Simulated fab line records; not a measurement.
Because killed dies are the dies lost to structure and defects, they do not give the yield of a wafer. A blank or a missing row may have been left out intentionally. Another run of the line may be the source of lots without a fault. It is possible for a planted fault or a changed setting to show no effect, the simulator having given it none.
fab line records	flow nand_harc
[record] lots = 6	wafers = 18	last_day = 23
route steps=1159 shown A_BONDPAD@1089 HYBRID_BOND@1094 THIN_TSV@1101 END@1159
lots that met no fault: from a run of the same line without faults
start_h: hours from the record's opening day to when the first of the lot's shown wafers began	wait_h: hours elapsed since this lot's preceding step	" identical to the entry in the row above	L1.1+2: a row that stands for several wafers	- either no value or no given start	* or withheld: withheld	< > ~ a bound
route shown NAME@n: names a module that has steps shown in the file, with the first one's number in the route	usual: average and standard deviation across the fault-free wafers	same: alike in all rows	chamber/n: place in a boat	sites: per-site readings	_std_site: the standard deviation of these	_edge_site: outer sites' mean less inner sites'	radius_mm: for every site, how far away it sits from the centre of the wafer	mask NAME#n: copy n	behind: the last tool/chamber to shape the wafer	hold: cause of the lot's hold/its duration in hours/its outcome	device: names the non-switching transistor (n, p or np)	end of line: the route-end tests of the same wafers	for a step that has no rows: nothing shown but its recipe	killed: count of dies lost to structure and defects at first sort (not the wafer's yield)	map: a wafer's dies, x killed, . not, _ none there
set.NAME: the setting that was run; set.NAME@STEP: the one run at that earlier step	model.NAME: the simulator's own value behind a step, which no gauge read
lots at some steps of the route; a table a step, a row a wafer
services: when a tool's chamber went out of use (start_h, in hours from the record's first day, below 0 if earlier), for how many hours, and the reason
[[steps]]
[step NHARC_A_BONDPAD_THK_MEAS_20]
[recipe] thk_meas_gauge = xrf
[usual] thk_nm = 168.8/1.6
lot.wafer	tool	chamber	start_h	wait_h	thk_nm
L768.1	film_metro-01	-	423.83	-	169.1
L768.4	"	-	"	"	167.3
L768.6	"	-	"	"	166.3
L770.1	film_metro-02	-	425.90	-	169.4
L770.2	"	-	"	"	168.7
L770.5	"	-	"	"	169.4
L771.1	film_metro-02	-	448.33	-	167.5
L771.3	"	-	"	"	171.1
L771.6	"	-	"	"	171.1
L775.2	film_metro-02	-	471.70	-	169.8
L775.4	"	-	"	"	167.8
L775.6	"	-	"	"	169.3
L779.2	film_metro-01	-	505.60	-	166.4
L779.4	"	-	"	"	169.5
L779.5	"	-	"	"	167.5
L780.1	film_metro-01	-	506.04	-	168.9
L780.4	"	-	"	"	168.3
L780.6	"	-	"	"	167.9
[step NHARC_A_BONDPAD_SRD_21]
[recipe] time_s = 30	temp_c = 23	dry_time_s = 20	spin_rpm = 1500
[step NHARC_A_BONDPAD_INSPECT_23]
[usual] raw_defect_count = 474/150
lot.wafer	tool	chamber	start_h	wait_h	raw_defect_count
L768.1	defect_inspect-02	-	424.07	0.0	290
L768.4	"	-	"	"	453
L768.6	"	-	"	"	507
L770.1	defect_inspect-02	-	426.13	0.0	342
L770.2	"	-	"	"	342
L770.5	"	-	"	"	357
L771.1	defect_inspect-01	-	448.56	0.0	446
L771.3	"	-	"	"	382
L771.6	"	-	"	"	418
L775.2	defect_inspect-01	-	471.93	0.0	466
L775.4	"	-	"	"	588
L775.6	"	-	"	"	458
L779.2	defect_inspect-02	-	505.80	0.0	486
L779.4	"	-	"	"	435
L779.5	"	-	"	"	362
L780.1	defect_inspect-01	-	506.24	0.0	492
L780.4	"	-	"	"	475
L780.6	"	-	"	"	466
[step NHARC_HYBRID_BOND_ACTIVATE_00]
[recipe] time_s = 60	n2_flow_sccm = 200	ar_flow_sccm = 0	bias_power_w = 0	chemistry = N2
[usual] drypump_motor_current_A = 5.7/0.41	mfc_ar_sccm = 0.014/0.017	oes_product_au = 1.005/0.013	rf_vpp_V = 64.0/0.88	showerhead_plenum_p_Torr = 1.74/0.08
lot.wafer	tool	chamber	start_h	wait_h	drypump_motor_current_A	mfc_ar_sccm	oes_product_au	rf_hours_counter_h	rf_vpp_V	showerhead_plenum_p_Torr
L768.1	rie_diel-03	2	424.14	0.1	5.8	0	1.006	2	64.0	1.68
L768.4	"	3	"	"	4.9	0	1.004	1	64.2	1.77
L768.6	"	2	"	"	5.8	0	1.017	-	63.1	1.68
L770.1	rie_diel-03	1	426.20	0.1	5.7	0.041	1.012	3	64.9	1.65
L770.2	"	3	"	"	4.9	0	0.989	1	62.7	1.77
L770.5	"	2	"	"	5.8	0	1.013	-	62.7	1.68
L771.3	rie_diel-03	3	448.62	0.1	4.9	0	1.004	4	65.2	1.77
L771.1	"	0	"	"	6.2	0.027	0.996	5	64.7	1.70
L771.6	"	3	"	"	4.9	0	1.002	-	64.6	1.77
L775.2	rie_diel-01	3	471.99	0.1	5.6	0	1.011	58	65.9	1.81
L775.4	"	1	"	"	5.7	0.004	0.983	57	63.8	1.80
L775.6	"	3	"	"	5.6	0	1.006	-	63.1	1.81
L779.2	rie_diel-03	3	505.88	0.1	4.9	0	1.005	10	64.0	1.77
L779.4	"	3	"	"	4.9	0	0.997	-	64.7	1.77
L779.5	"	1	"	"	5.7	0.041	1.002	-	64.4	1.64
L780.1	rie_diel-03	1	506.30	0.1	5.7	0.041	1.006	10	63.7	1.64
L780.4	"	1	"	"	5.7	0.041	1.005	-	64.2	1.64
L780.6	"	2	"	"	5.8	0	1.007	-	62.1	1.68
[step NHARC_HYBRID_BOND_PRECLEAN_01]
[recipe] time_s = 300	temp_c = 23	chemistry = DIW
[step NHARC_HYBRID_BOND_SRD_02]
[recipe] time_s = 30	temp_c = 23	dry_time_s = 20	spin_rpm = 1500
[step NHARC_HYBRID_BOND_BOND_03]
[recipe] temp_c = 25
[step NHARC_HYBRID_BOND_ANNEAL_04]
[recipe] temp_c = 300	time_s = 7200	ramp_up_c_per_min = 5	ramp_down_c_per_min = 3	idle_temp_c = 100	pressure_atm = 1
[step NHARC_HYBRID_BOND_OVL_MEAS_05]
[usual] overlay_x_nm = 6/34	overlay_y_nm = 3/32
lot.wafer	tool	chamber	start_h	wait_h	overlay_x_nm	overlay_y_nm
L768.1	overlay-01	-	433.07	0.4	-36	2
L768.4	"	-	"	"	59	-56
L768.6	"	-	"	"	-8	-30
L770.1	overlay-02	-	433.07	0.4	17	23
L770.2	"	-	"	"	31	22
L770.5	"	-	"	"	-25	3
L771.1	overlay-02	-	455.79	0.4	33	1
L771.3	"	-	"	"	6	24
L771.6	"	-	"	"	-26	37
L775.2	overlay-01	-	484.67	0.4	5	-36
L775.4	"	-	"	"	34	8
L775.6	"	-	"	"	57	-43
L780.1	overlay-01	-	518.07	0.4	50	-1
L780.4	"	-	"	"	11	-24
L780.6	"	-	"	"	21	22
L779.2	overlay-02	-	518.07	0.4	53	44
L779.4	"	-	"	"	9	20
L779.5	"	-	"	"	-13	-32
[step NHARC_HYBRID_BOND_INSPECT_06]
[recipe] inspect_instrument = ir_void
[usual] raw_defect_count = 37/16
lot.wafer	tool	chamber	start_h	wait_h	raw_defect_count
L768.1	defect_inspect-02	-	433.14	0.1	20
L768.4	"	-	"	"	22
L768.6	"	-	"	"	22
L770.1	defect_inspect-01	-	433.14	0.1	34
L770.2	"	-	"	"	35
L770.5	"	-	"	"	46
L771.1	defect_inspect-02	-	455.84	0.0	25
L771.3	"	-	"	"	20
L771.6	"	-	"	"	26
L775.2	defect_inspect-02	-	484.72	0.1	39
L775.4	"	-	"	"	49
L775.6	"	-	"	"	42
L780.1	defect_inspect-02	-	518.12	0.0	56
L780.4	"	-	"	"	54
L780.6	"	-	"	"	38
L779.2	defect_inspect-01	-	518.12	0.1	17
L779.4	"	-	"	"	19
L779.5	"	-	"	"	12
[step NHARC_THIN_TSV_GRIND_00]
[recipe] target_thk_um = 6
[usual] motor_current_A = 12.002/0.019
lot.wafer	tool	chamber	start_h	wait_h	motor_current_A
L768.1	grinder-01	0	435.63	2.5	11.998
L768.4	"	0	"	"	12.046
L768.6	"	0	"	"	12.016
L770.1	grinder-01	0	436.83	3.7	12.020
L770.2	"	0	"	"	11.983
L770.5	"	0	"	"	12.029
L771.1	grinder-01	0	455.99	0.1	12.021
L771.3	"	0	"	"	12.012
L771.6	"	0	"	"	11.999
L775.2	grinder-01	0	486.28	1.6	12.009
L775.4	"	0	"	"	12.008
L775.6	"	0	"	"	12.015
L779.2	grinder-01	0	519.24	1.1	11.972
L779.4	"	0	"	"	11.991
L779.5	"	0	"	"	11.988
L780.1	grinder-01	0	520.24	2.1	12.016
L780.4	"	0	"	"	11.983
L780.6	"	0	"	"	11.970
[step NHARC_THIN_TSV_CMP_01]
[recipe] target_thk_um = 3
[usual] motor_current_A = 12.2/1.2
lot.wafer	tool	chamber	start_h	wait_h	motor_current_A
L768.4	cmp-04	1	436.88	0.5	13.6
L768.1	"	3	"	"	14.0
L768.6	"	0	"	"	12.2
L770.2	cmp-02	0	438.06	0.8	13.1
L770.1	"	2	"	"	11.5
L770.5	"	0	"	"	12.8
L771.3	cmp-04	0	457.19	0.6	12.1
L771.1	"	1	"	"	13.3
L771.6	"	1	"	"	13.0
L775.4	cmp-02	0	487.32	0.4	13.5
L775.2	"	1	"	"	12.9
L775.6	"	3	"	"	9.9
L779.4	cmp-04	3	520.29	0.5	13.3
L779.2	"	0	"	"	12.6
L779.5	"	3	"	"	13.7
L780.1	cmp-03	1	521.48	1.0	12.3
L780.4	"	0	"	"	10.9
L780.6	"	2	"	"	11.2
[step NHARC_THIN_TSV_SRD_03]
[step NHARC_END_SORT_01]
[recipe] temp_c = 25
[usual] defect_limited_yield = 95.0/1.6	killed_at_array = 30/10	killed_at_other = 0.5/0.82	killed_at_periphery = 2.9/2	killed_dies = 34/11	killed_open = 3.2/1.8	killed_short = 2.0/1.4	sort_bin_2_pct = 1.5/0.68	sort_bin_3_pct = 0.28/0.21	sort_bin_4_pct = 3.1/0.97	sort_n_pass = 643/11	sort_rim_yield_pct = 94.6/2.9	sort_yield_pct = 95.0/1.6
[same] gross_dies = 677	sort_bin_5_pct[%] = 0	sort_bin_6_pct[%] = 0	sort_bin_7_pct[%] = 0	sort_bin_8_pct[%] = 0	sort_rim_n_gross = 106.00
lot.wafer	tool	chamber	start_h	wait_h	defect_limited_yield[%]	killed_at_array	killed_at_other	killed_at_periphery	killed_dies	killed_open	killed_short	sort_bin_2_pct[%]	sort_bin_3_pct[%]	sort_bin_4_pct[%]	sort_n_pass	sort_rim_yield_pct[%]	sort_yield_pct[%]
L779.2	prober-01	0	537.33	2.8	0	19	657	1	677	3	3	97.6	0	2.4	0	0	0
L779.4	prober-01	0	538.92	3.4	0	21	655	1	677	4	2	97.5	0	2.5	0	0	0
L779.5	prober-01	0	539.72	3.7	0	12	665	0	677	4	1	98.5	0.15	1.3	0	0	0
L780.1	prober-02	0	544.01	2.5	0	46	630	1	677	2	2	96.0	0.15	3.8	0	0	0
L780.4	prober-02	0	546.45	3.4	0	39	636	2	677	5	1	96.0	0.44	3.5	0	0	0
L780.6	prober-02	0	548.07	4.1	0	32	641	4	677	4	3	95.4	0.15	4.4	0	0	0
// killed by level:class
L779.2 THIN_TSV:area_cmp=655 A_CHANNEL_HOLE_D1:chamber_film_flake=5 A_STAIRCASE:chamber_film_flake=4 A_WL_FILL:geometric_particle:short=3 A_CONTACT:geometric_particle:open=2 A_CONTACT:chamber_film_flake=2 THIN_TSV:chamber_film_flake=2 A_CHANNEL_FILL_D1:geometric_particle:open=1
L779.4 THIN_TSV:area_cmp=651 A_CHANNEL_HOLE_D1:chamber_film_flake=9 THIN_TSV:chamber_film_flake=4 A_STAIRCASE:chamber_film_flake=3 A_CONTACT:geometric_particle:open=2 A_WL_FILL:chamber_film_flake=2 A_CONTACT:chamber_film_flake=2 P_M0:geometric_particle:open=1
L779.5 THIN_TSV:area_cmp=664 A_CHANNEL_HOLE_D1:chamber_film_flake=6 A_CHANNEL_FILL_D1:geometric_particle:open=1 A_CONTACT:geometric_particle:open=1 A_BLC:geometric_particle:open=1 A_M0:geometric_particle:open=1 A_M0:geometric_particle:short=1 A_STAIRCASE:chamber_film_flake=1
L780.1 THIN_TSV:area_cmp=630 A_SLIT:chamber_film_flake=14 A_CHANNEL_HOLE_D1:chamber_film_flake=12 A_CONTACT:chamber_film_flake=11 A_STAIRCASE:chamber_film_flake=5 P_M1:geometric_particle:open=1 A_SOURCE_PLATE:geometric_particle:short=1 A_CHANNEL_FILL_D1:geometric_particle:open=1
L780.4 THIN_TSV:area_cmp=636 A_CHANNEL_HOLE_D1:chamber_film_flake=14 A_SLIT:chamber_film_flake=11 A_STAIRCASE:chamber_film_flake=5 A_ONON_D1:geometric_particle:open=2 P_GATE:chamber_film_flake=2 A_CONTACT:chamber_film_flake=2 A_WL_FILL:geometric_particle:short=1
L780.6 THIN_TSV:area_cmp=640 A_CHANNEL_HOLE_D1:chamber_film_flake=9 A_SLIT:chamber_film_flake=9 A_STAIRCASE:chamber_film_flake=5 A_CONTACT:chamber_film_flake=4 P_GATE:chamber_film_flake=2 P_GATE:geometric_particle:short=1 P_M0:geometric_particle:open=1
// map L779.2 (x killed, . not)
____________x____________
_________xxxxxxx_________
_______xxxxxxxxxxx_______
______xxxxxxxxxxxxx______
_____xxxxxxxxxxxxxxx_____
____xxxxxxxxxxxxxxxxx____
____xxxxxxxxxxxxxxxxx____
___xxxxxxxxxxxxxxxxxxx___
___xxxxxxxxxxxxxxxxxxx___
__xxxxxxxxxxxxxxxxxxxxx__
__xxxxxxxxxxxxxxxxxxxxx__
_xxxxxxxxxxxxxxxxxxxxxxx_
_xxxxxxxxxxxxxxxxxxxxxxx_
_xxxxxxxxxxxxxxxxxxxxxxx_
_xxxxxxxxxxxxxxxxxxxxxxx_
_xxxxxxxxxxxxxxxxxxxxxxx_
xxxxxxxxxxxxxxxxxxxxxxxxx
xxxxxxxxxxxxxxxxxxxxxxxxx
xxxxxxxxxxxxxxxxxxxxxxxxx
xxxxxxxxxxxxxxxxxxxxxxxxx
xxxxxxxxxxxxxxxxxxxxxxxxx
_xxxxxxxxxxxxxxxxxxxxxxx_
_xxxxxxxxxxxxxxxxxxxxxxx_
_xxxxxxxxxxxxxxxxxxxxxxx_
_xxxxxxxxxxxxxxxxxxxxxxx_
_xxxxxxxxxxxxxxxxxxxxxxx_
__xxxxxxxxxxxxxxxxxxxxx__
__xxxxxxxxxxxxxxxxxxxxx__
___xxxxxxxxxxxxxxxxxxx___
___xxxxxxxxxxxxxxxxxxx___
____xxxxxxxxxxxxxxxxx____
____xxxxxxxxxxxxxxxxx____
_____xxxxxxxxxxxxxxx_____
______xxxxxxxxxxxxx______
_______xxxxxxxxxxx_______
_________xxxxxxx_________
____________x____________
// map L780.1 (x killed, . not)
____________x____________
_________xxxxxxx_________
_______xxxxxxxxxxx_______
______xxxxxxxxxxxxx______
_____xxxxxxxxxxxxxxx_____
____xxxxxxxxxxxxxxxxx____
____xxxxxxxxxxxxxxxxx____
___xxxxxxxxxxxxxxxxxxx___
___xxxxxxxxxxxxxxxxxxx___
__xxxxxxxxxxxxxxxxxxxxx__
__xxxxxxxxxxxxxxxxxxxxx__
_xxxxxxxxxxxxxxxxxxxxxxx_
_xxxxxxxxxxxxxxxxxxxxxxx_
_xxxxxxxxxxxxxxxxxxxxxxx_
_xxxxxxxxxxxxxxxxxxxxxxx_
_xxxxxxxxxxxxxxxxxxxxxxx_
xxxxxxxxxxxxxxxxxxxxxxxxx
xxxxxxxxxxxxxxxxxxxxxxxxx
xxxxxxxxxxxxxxxxxxxxxxxxx
xxxxxxxxxxxxxxxxxxxxxxxxx
xxxxxxxxxxxxxxxxxxxxxxxxx
_xxxxxxxxxxxxxxxxxxxxxxx_
_xxxxxxxxxxxxxxxxxxxxxxx_
_xxxxxxxxxxxxxxxxxxxxxxx_
_xxxxxxxxxxxxxxxxxxxxxxx_
_xxxxxxxxxxxxxxxxxxxxxxx_
__xxxxxxxxxxxxxxxxxxxxx__
__xxxxxxxxxxxxxxxxxxxxx__
___xxxxxxxxxxxxxxxxxxx___
___xxxxxxxxxxxxxxxxxxx___
____xxxxxxxxxxxxxxxxx____
____xxxxxxxxxxxxxxxxx____
_____xxxxxxxxxxxxxxx_____
______xxxxxxxxxxxxx______
_______xxxxxxxxxxx_______
_________xxxxxxx_________
____________x____________
[[services]]
tool	chamber	start_h	hours	kind
rie_diel-03	0	401.30	-	clean
rie_diel-03	1	401.30	-	clean
rie_diel-03	2	401.30	-	clean
rie_diel-03	3	401.30	-	clean
rie_diel-03	3	405.50	7.8	repair
cmp-02	-	422.60	4.0	pm
rie_diel-01	0	424.39	18.5	repair
cmp-03	-	438.76	0.9	repair
cmp-02	-	446.13	1.7	repair
cmp-03	-	450.00	4.0	pm
rie_diel-03	-	453.29	2.3	repair
rie_diel-01	1	458.70	6.9	repair
rie_diel-03	2	474.60	5.8	repair
rie_diel-03	3	475.31	5.4	repair
cmp-02	-	480.82	2.7	repair
rie_diel-01	-	493.18	9.0	pm
cmp-04	-	497.39	4.0	pm
cmp-03	-	504.64	0.8	repair
rie_diel-03	0	504.98	25.0	repair
cmp-03	-	505.97	3.2	repair
rie_diel-03	2	510.06	6.7	repair
grinder-01	-	518.21	0.8	repair
cmp-02	-	518.49	2.4	repair
cmp-02	-	520.98	4.0	pm
[[key]]
[first_sign] step = NHARC_END_SORT_01	reading = killed_at_other	direction = up	sigmas = 99+	usual = 0.5	struck = 647.3
[effect] step = NHARC_END_SORT_01	reading = sort_bin_2_pct	direction = up	sigmas = 99+	usual = 1.5	struck = 96.8
[more_kills_born_at] NHARC_THIN_TSV_CMP_01@cmp-04 = 1970	NHARC_THIN_TSV_CMP_01@cmp-03 = 1906
met_at NHARC_THIN_TSV_GRIND_00
struck_wafers L779.2,L779.4,L779.5,L780.1,L780.4,L780.6
later_rows_left_out L779.2,L779.4,L779.5,L780.1,L780.4,L780.6
onset_between 486.28 519.24
also_fits time
[fault] kind = process_parameter_drift	tool = grinder-01	chamber = -	onset_h = 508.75	steps = NHARC_THIN_TSV_GRIND_00	channel = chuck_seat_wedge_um	offset = 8	shape = step	end_h = 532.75
// later_rows_left_out: the simulator's readings of these wafers behind a module that went badly wrong aren't trusted and aren't shown, but for the sort
